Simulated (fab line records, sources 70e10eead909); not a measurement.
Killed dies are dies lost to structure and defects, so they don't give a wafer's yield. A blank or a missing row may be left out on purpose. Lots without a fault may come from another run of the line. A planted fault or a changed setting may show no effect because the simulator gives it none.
fab line records | flow nand_harc | part 2 of 2: steps 22 to 33 of 33
record lots=5 wafers=15 last_day=30
route steps=1302 shown A_STAIRCASE@820
lots that met no fault: from a run of the same line without faults
start_h: hours from the record's first day to the start of the lot's first wafer shown | wait_h: hours since the lot's step before | " the same as in the row above | L1.1+2: a row that stands for several wafers | - no value, or no start given | * or withheld: withheld | < > ~ a bound
route shown NAME@n: a module of which the file shows steps, and the number in the route of the first | usual: mean/standard deviation of fault-free wafers | same: alike in all rows | chamber/n: place in a boat | sites: the reading at each site | _std_site: their standard deviation | _edge_site: outer sites' mean less inner sites' | radius_mm: how far each site lies from the wafer's centre | mask NAME#n: copy n | behind: the tool/chamber that last shaped the wafer | hold: why the lot was held/for how many hours/how that ended | device: the transistor (n, p or np) that didn't switch | end of line: the same wafers' tests at the end of the route | a step without rows: its recipe alone | killed: dies lost to structure and defects at the first sort, not the wafer's yield | map: a wafer's dies, x killed, . not, _ none there
set.NAME: the setting as run; set.NAME@STEP: as run at that earlier step | model.NAME: the simulator's own value behind a step, which no gauge read
lots at some steps of the route; a table a step, a row a wafer
services: from which hour (start_h, from the record's first day; less than 0 if before it) a tool's chamber was out of use, for how many hours, and why
## steps
# step NHARC_A_STAIRCASE_STRIP_476
# recipe time_s=20 o2_flow_sccm=500 ar_flow_sccm=0 bias_w=0 chemistry=O2
# usual drypump_motor_current_A=6.0/0.57 oes_product_au=0.998/0.0096 rf_vpp_V=57.8/0.84 showerhead_plenum_p_Torr=3.54/0.17 throttle_valve_pct=17.035/0.0093
# columns lot.wafer tool chamber start_h wait_h drypump_motor_current_A oes_product_au rf_hours_counter_h rf_vpp_V showerhead_plenum_p_Torr throttle_valve_pct
L076.4 rie_diel-08 1 405.96 0.1 6.5 1.000 9 58.3 3.45 17.028
L076.6 " 2 " " 5.5 0.992 - 58.5 3.56 17.017
L076.5 " 3 " " 6.3 0.989 - 58.6 3.77 17.033
L077.4 rie_diel-13 0 417.52 0.1 5.0 1.001 17 57.5 3.50 17.040
L077.1 " 1 " " 6.7 0.999 18 56.5 3.32 17.044
L077.5 " 0 " " 5.0 0.995 - 58.5 3.50 17.041
L080.4 rie_diel-11 0 460.63 0.1 6.2 0.999 4 57.0 3.31 17.031
L080.1 " 1 " " 6.2 0.992 4 59.0 3.44 17.021
L080.2 " 3 " " 6.1 0.990 6 58.0 3.56 17.025
L084.2 rie_diel-08 1 498.48 0.1 6.5 1.002 41 57.3 3.43 17.040
L084.4 " 2 " " 5.5 0.995 37 56.9 3.54 17.023
L084.5 " 0 " " 4.9 1.006 - 57.7 3.78 17.031
L091.2 rie_diel-13 3 543.08 0.1 5.8 0.976 5 57.9 3.55 17.035
L091.4 " 1 " " 6.7 0.997 7 57.6 3.30 17.031
L091.3 " 2 " " 6.0 1.002 4 59.0 3.78 17.042
# step NHARC_A_STAIRCASE_DEP_417
# recipe target_thk_a=600 step_coverage_pct=20 temp_c=400 target_thk_nm=60 flow_sccm=200 rf_w=450 material=Si3N4
# usual heater_power_outer_w=409/58 heater_power_w=689/76 showerhead_vpp_V=1280/56
# columns lot.wafer tool chamber start_h wait_h heater_power_outer_w heater_power_w showerhead_vpp_V
L076.4 pecvd-02 0 406.18 - 385 655 1332
L076.6 " 1 " " 427 698 1280
L076.5 " 2 " " 396 669 1355
L077.1 pecvd-01 0 417.71 - 483 823 1234
L077.5 " 2 " " 448 642 1180
L077.4 " 0 " " 480 811 1224
L080.2 pecvd-02 1 460.84 - 521 805 1269
L080.1 " 2 " " 411 723 1348
L080.4 " 1 " " 520 819 1289
L084.2 pecvd-03 0 498.66 - 346 610 1296
L084.4 " 1 " " 314 597 1314
L084.5 " 2 " " 377 655 1300
L091.2 pecvd-02 0 543.22 - 349 592 1338
L091.3 " 1 " " 505 794 1288
L091.4 " 1 " " 505 801 1307
# step NHARC_A_STAIRCASE_WET_418
# recipe temp_c=160 target_depth_a=200 chemistry=H3PO4
# columns lot.wafer tool chamber start_h wait_h
L076.4+5+6 wet_h3po4-01 0 408.04 -
L077.1+4+5 wet_h3po4-02 0 419.61 -
L080.1+2+4 wet_h3po4-02 0 461.92 -
L084.2+4+5 wet_h3po4-02 1 500.56 -
L091.2+3+4 wet_h3po4-02 0 545.17 -
# step NHARC_A_STAIRCASE_PRECLEAN_419
# recipe time_s=* temp_c=50 bath_age_min=0 chemistry=SC1
# columns lot.wafer tool chamber start_h wait_h
L076.6+4+5 wet_bench-01 0,1,3 408.61 0.0
L077.4+5+1 wet_bench-04 1,2,4 420.20 0.0
L080.2+1+4 wet_bench-03 6,7,1 462.51 0.0
L084.5+4+2 wet_bench-04 4,6,7 501.15 0.0
L091.2+3+4 wet_bench-03 3,5,0 545.75 0.0
# step NHARC_A_STAIRCASE_SRD_421
# columns lot.wafer tool chamber start_h wait_h
L076.6+4+5 wet_bench-01 0,1,3 - -
L077.4+5+1 wet_bench-04 1,2,4 - -
L080.2+1+4 wet_bench-03 6,7,1 - -
L084.5+4+2 wet_bench-04 4,6,7 - -
L091.2+3+4 wet_bench-03 3,5,0 - -
# step NHARC_A_STAIRCASE_ALD_420
# recipe target_thk_a=200 pulse_time_s=6 ald_cycles=200 temp_c=300 material=SiO2
# usual heater_power_outer_w=264/33 heater_power_w=475/60 precursor_pulse_height_rel=1.002/0.017
# columns lot.wafer tool chamber start_h wait_h heater_power_outer_w heater_power_w precursor_pulse_height_rel
L076.4 ald_hk-04 3 409.23 - 230 418 0.985
L076.6 " 0 " " 295 587 1.012
L076.5 " 1 " " 235 393 0.968
L077.4 ald_hk-01 2 420.50 - 299 569 1.012
L077.1 " 0 " " 222 412 1.012
L077.5 " 2 " " 305 553 1.014
L080.1 ald_hk-04 2 462.65 - 304 553 0.997
L080.4 " 3 " " 232 414 1.029
L080.2 " 1 " " 233 405 0.978
L084.2 ald_hk-01 1 501.29 - 234 431 1.011
L084.4 " 2 " " 302 554 0.969
L084.5 " 1 " " 232 432 1.017
L091.3 ald_hk-01 3 546.21 - 251 453 1.006
L091.2 " 0 " " 218 419 0.996
L091.4 " 1 " " 229 435 1.022
# step NHARC_A_STAIRCASE_CVD_552
# recipe target_thk_a=400 temp_c=700 pressure_mtorr=300 material=SiNx
# columns lot.wafer tool chamber start_h wait_h
L076.4+5+6 lpcvd-01 1 - -
L077.1+4+5 lpcvd-02 0 - -
L080.1+2+4 lpcvd-02 0 - -
L084.2+4+5 lpcvd-01 1 - -
L091.2+3+4 lpcvd-01 1 552.42 5.6
# step NHARC_A_STAIRCASE_DEP_151
# recipe target_thk_a=72000 temp_c=400 target_thk_nm=7200 teos_flow_sccm=200 rf_w=500 material=SiO2
# usual heater_power_outer_w=352/53 heater_power_w=616/70
# columns lot.wafer tool chamber start_h wait_h heater_power_outer_w heater_power_w
L076.4 pecvd-01 2 415.51 1.2 348 536
L076.5 " 0 " " 369 646
L076.6 " 1 " " 372 645
L077.1 pecvd-02 0 428.62 0.6 351 598
L077.5 " 1 " " 388 626
L077.4 " 2 " " 326 603
L080.2 pecvd-02 2 470.81 0.4 338 609
L080.1 " 0 " " 350 612
L080.4 " 2 " " 320 582
L084.2 pecvd-03 1 509.68 0.6 298 600
L084.5 " 0 " " 272 543
L084.4 " 1 " " 269 548
L091.2 pecvd-01 0 556.16 0.6 449 755
L091.3 " 1 " " 357 625
L091.4 " 1 " " 361 633
# step NHARC_A_STAIRCASE_ANNEAL_320
# recipe temp_c=750 time_s=1800
# columns lot.wafer tool chamber start_h wait_h
L076.4+5+6 furnace-05 0 418.40 -
L077.1+4+5 furnace-01 0 432.88 -
L080.1+2+4 furnace-01 0 476.28 -
L084.2+4+5 furnace-05 0 515.93 -
L091.2+3+4 furnace-07 0 561.58 -
# step NHARC_A_STAIRCASE_DEP_322
# recipe target_thk_a=72000 temp_c=400 target_thk_nm=7200 teos_flow_sccm=200 rf_w=500 material=SiO2
# usual heater_power_outer_w=358/62 heater_power_w=625/77
# columns lot.wafer tool chamber start_h wait_h heater_power_outer_w heater_power_w
L076.6 pecvd-03 1 422.07 0.3 266 554
L076.4 " 2 " " 295 540
L076.5 " 0 " " 277 514
L077.1 pecvd-03 1 436.51 0.3 327 628
L077.4 " 0 " " 271 523
L077.5 " 1 " " 265 566
L080.1 pecvd-02 0 479.66 0.1 385 643
L080.2 " 1 " " 436 722
L080.4 " 2 " " 321 606
L084.2 pecvd-02 1 519.38 0.1 496 788
L084.4 " 2 " " 331 602
L084.5 " 1 " " 391 664
L091.3 pecvd-02 0 565.08 0.2 374 620
L091.2 " 1 " " 498 768
L091.4 " 1 " " 377 632
# step NHARC_A_STAIRCASE_ANNEAL_323
# recipe temp_c=750 time_s=1800
# columns lot.wafer tool chamber start_h wait_h
L076.4+5+6 furnace-05 0 427.37 -
L077.1+4+5 furnace-05 0 441.03 -
L080.1+2+4 furnace-07 0 486.11 -
L084.2+4+5 furnace-05 0 525.51 6.0
L091.2+3+4 furnace-01 0 567.03 -
# step NHARC_A_STAIRCASE_DEP_325
# recipe target_thk_a=72000 temp_c=400 target_thk_nm=7200 teos_flow_sccm=200 rf_w=500 material=SiO2
# usual heater_power_outer_w=353/58 heater_power_w=618/74
# columns lot.wafer tool chamber start_h wait_h heater_power_outer_w heater_power_w
L076.4 pecvd-02 1 431.05 0.4 377 647
L076.6 " 2 " " 317 608
L076.5 " 0 " " 283 508
L077.1 pecvd-02 1 444.67 0.3 453 703
L077.4 " 0 " " 285 501
L077.5 " 2 " " 320 586
L080.2 pecvd-03 1 489.55 0.2 334 643
L080.1 " 2 " " 376 662
L080.4 " 2 " " 301 540
L084.2 pecvd-03 0 529.00 0.2 356 628
L084.5 " 2 " " 296 564
L084.4 " 0 " " 276 522
L091.3 pecvd-02 0 571.10 0.7 332 581
L091.2 " 1 " " 416 681
L091.4 " 0 " " 289 499
## services
# columns tool chamber start_h hours kind
rie_diel-11 2 379.91 2.2 repair
rie_diel-08 1 385.33 6.2 repair
wet_bench-03 - 386.40 8.0 pm
wet_bench-04 - 403.20 8.0 pm
pecvd-02 - 408.03 13.0 pm
litho_track-07 - 426.00 7.0 pm
wet_bench-03 - 428.30 4.4 repair
rie_diel-11 0 435.20 3.0 repair
pecvd-02 - 435.28 1.9 repair
rie_diel-11 - 435.99 9.0 pm
litho_track-03 - 450.00 7.0 pm
wet_bench-01 - 453.60 8.0 pm
rie_diel-08 0 462.37 9.5 repair
rie_diel-13 0 471.12 7.6 repair
litho_track-05 - 474.01 7.0 pm
wet_bench-01 - 476.20 3.6 repair
rie_diel-11 0 485.74 1.2 repair
pecvd-02 0 511.88 20.5 repair
wet_bench-03 - 518.23 1.9 repair
rie_diel-13 - 519.35 9.0 pm
rie_diel-08 - 544.93 9.0 pm
rie_diel-08 1 558.67 8.7 repair
wet_bench-03 - 562.40 8.0 pm
rie_diel-13 3 570.33 8.1 repair
